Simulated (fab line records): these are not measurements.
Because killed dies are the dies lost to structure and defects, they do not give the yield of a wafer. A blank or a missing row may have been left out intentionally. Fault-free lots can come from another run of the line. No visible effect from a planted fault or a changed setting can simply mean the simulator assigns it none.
Matching of chambers / flow n5Finfet / N5_BEOL_M6_ETCH_66 on rieDiel-02 has 4 sister chambers
The step etches SOC in N2/H2, target depth 80 nm, overetch 16 nm, time 120 s. 16 wafers are shown with their chamber, then 8 later ones without.

WAFERS WITH THEIR CHAMBER
wafer=L074.1; chamber=1; drypumpMotorCurrentA (A)=5.5; throttleValvePct (%)=17.2; showerheadPlenumPTorr (Torr)=2.47
wafer=L074.4; chamber=3; drypumpMotorCurrentA (A)=6.0; throttleValvePct (%)=18.2; showerheadPlenumPTorr (Torr)=2.52
wafer=L074.5; chamber=1; drypumpMotorCurrentA (A)=5.5; throttleValvePct (%)=17.2; showerheadPlenumPTorr (Torr)=2.47
wafer=L080.3; chamber=3; drypumpMotorCurrentA (A)=6.0; throttleValvePct (%)=18.2; showerheadPlenumPTorr (Torr)=2.52
wafer=L080.4; chamber=2; drypumpMotorCurrentA (A)=6.3; throttleValvePct (%)=17.8; showerheadPlenumPTorr (Torr)=2.46
wafer=L080.5; chamber=0; drypumpMotorCurrentA (A)=5.1; throttleValvePct (%)=17.8; showerheadPlenumPTorr (Torr)=2.49
wafer=L082.3; chamber=0; drypumpMotorCurrentA (A)=5.1; throttleValvePct (%)=17.8; showerheadPlenumPTorr (Torr)=2.49
wafer=L082.4; chamber=2; drypumpMotorCurrentA (A)=6.2; throttleValvePct (%)=17.9; showerheadPlenumPTorr (Torr)=2.46
wafer=L082.5; chamber=3; drypumpMotorCurrentA (A)=6.0; throttleValvePct (%)=18.2; showerheadPlenumPTorr (Torr)=2.51
wafer=L085.2; chamber=0; drypumpMotorCurrentA (A)=5.1; throttleValvePct (%)=17.8; showerheadPlenumPTorr (Torr)=2.49
wafer=L085.5; chamber=2; drypumpMotorCurrentA (A)=6.3; throttleValvePct (%)=17.9; showerheadPlenumPTorr (Torr)=2.46
wafer=L085.6; chamber=1; drypumpMotorCurrentA (A)=5.5; throttleValvePct (%)=17.3; showerheadPlenumPTorr (Torr)=2.46
wafer=L088.1; chamber=1; drypumpMotorCurrentA (A)=5.5; throttleValvePct (%)=17.3; showerheadPlenumPTorr (Torr)=2.46
wafer=L088.3; chamber=2; drypumpMotorCurrentA (A)=6.2; throttleValvePct (%)=17.9; showerheadPlenumPTorr (Torr)=2.45
wafer=L088.4; chamber=0; drypumpMotorCurrentA (A)=5.0; throttleValvePct (%)=17.9; showerheadPlenumPTorr (Torr)=2.49
wafer=L092.1; chamber=2; drypumpMotorCurrentA (A)=6.3; throttleValvePct (%)=17.9; showerheadPlenumPTorr (Torr)=2.45

SIGNATURES, as means of the wafers listed above
reading=drypumpMotorCurrentA; chamber 0=5.075; chamber 1=5.500; chamber 2=6.260; chamber 3=6.000; scatter within a chamber=0.0403
reading=throttleValvePct; chamber 0=17.825; chamber 1=17.250; chamber 2=17.880; chamber 3=18.200; scatter within a chamber=0.0461
reading=showerheadPlenumPTorr; chamber 0=2.4900; chamber 1=2.4650; chamber 2=2.4560; chamber 3=2.5167; scatter within a chamber=0.00489
Rule: for a wafer and a chamber, the distance is found by dividing, reading by reading, the gap between the wafer's reading and the chamber's mean by the reading's scatter, squaring, summing and taking the root. If the next closest chamber is less than 2 further off than the closest, the wafer can't be placed; otherwise it belongs to the closest. The scatter is the square root of a quotient: the sum, over the shown wafers, of each reading's squared deviation from its chamber's mean, divided by wafers minus chambers.

WAFERS WITHOUT THEIR CHAMBER
wafer=L092.2; drypumpMotorCurrentA (A)=5.0; throttleValvePct (%)=17.9; showerheadPlenumPTorr (Torr)=2.48
wafer=L092.3; drypumpMotorCurrentA (A)=5.5; throttleValvePct (%)=17.3; showerheadPlenumPTorr (Torr)=2.46
wafer=L096.2; drypumpMotorCurrentA (A)=5.1; throttleValvePct (%)=17.9; showerheadPlenumPTorr (Torr)=2.48
wafer=L096.4; drypumpMotorCurrentA (A)=6.3; throttleValvePct (%)=17.9; showerheadPlenumPTorr (Torr)=2.45
wafer=L096.6; drypumpMotorCurrentA (A)=6.2; throttleValvePct (%)=17.9; showerheadPlenumPTorr (Torr)=2.45
wafer=L097.3; drypumpMotorCurrentA (A)=5.1; throttleValvePct (%)=17.9; showerheadPlenumPTorr (Torr)=2.48
wafer=L097.5; drypumpMotorCurrentA (A)=5.5; throttleValvePct (%)=17.3; showerheadPlenumPTorr (Torr)=2.45
wafer=L097.6; drypumpMotorCurrentA (A)=5.0; throttleValvePct (%)=17.9; showerheadPlenumPTorr (Torr)=2.48

WHICH CHAMBER EACH WENT THROUGH
wafer=L092.2; from the rows above=0; in truth=0
wafer=L092.3; from the rows above=1; in truth=1
wafer=L096.2; from the rows above=0; in truth=0
wafer=L096.4; from the rows above=2; in truth=2
wafer=L096.6; from the rows above=2; in truth=2
wafer=L097.3; from the rows above=0; in truth=0
wafer=L097.5; from the rows above=1; in truth=1
wafer=L097.6; from the rows above=0; in truth=0
Correct placement for 8 of the 8. Number that these rows cannot place: 0. 0 placed wrongly.
